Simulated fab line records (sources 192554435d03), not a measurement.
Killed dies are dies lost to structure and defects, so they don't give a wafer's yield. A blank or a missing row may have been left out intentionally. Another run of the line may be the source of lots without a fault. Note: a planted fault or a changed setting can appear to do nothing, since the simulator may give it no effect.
Chamber matching | flow n5-finfet | 4 sister chambers for N5_DUMMY_GATE_ETCH_29 on rie-diel-04
The step etches underlayer in N2/H2, target depth 13 nm. 4 wafers are shown with their chamber, then 9 later ones without.

WAFERS PAIRED WITH THEIR CHAMBERS
wafer  | chamber | showerhead-plenum-p-Torr (Torr)
L088.3 | 3       | 2.42
L088.5 | 2       | 2.61
L091.4 | 0       | 2.61
L091.5 | 1       | 2.48

WAFERS MISSING THEIR CHAMBER
wafer  | showerhead-plenum-p-Torr (Torr)
L092.2 | 2.61
L092.3 | 2.41
L092.5 | 2.61
L094.2 | 2.61
L094.3 | 2.61
L094.5 | 2.48
L096.3 | 2.47
L096.4 | 2.61
L096.5 | 2.47

EACH ONE'S CHAMBER
wafer  | from the rows above     | in truth
L092.2 | can't be placed: 0 or 2 | 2
L092.3 | 3                       | 3
L092.5 | can't be placed: 0 or 2 | 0
L094.2 | can't be placed: 0 or 2 | 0
L094.3 | can't be placed: 0 or 2 | 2
L094.5 | 1                       | 1
L096.3 | 1                       | 1
L096.4 | can't be placed: 0 or 2 | 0
L096.5 | 1                       | 1
Correct placement for 4 of the 9. Can't be placed from these rows: 5 (the true chamber is among the candidates in 5). Number placed wrongly: 0.
How it was worked out, from the rows above alone: a wafer's distance from a chamber is the root of the sum, over the readings, of the square of ((its reading less the chamber's mean) divided by the reading's scatter). The wafer belongs to the nearest chamber; if the next one is less than 2 further off, it can't be placed. A chamber's mean is the mean of its shown wafers. The scatter (one wafer shown for each chamber): square how far every hidden wafer sits from the nearest shown wafer, average those squares and take the square root.
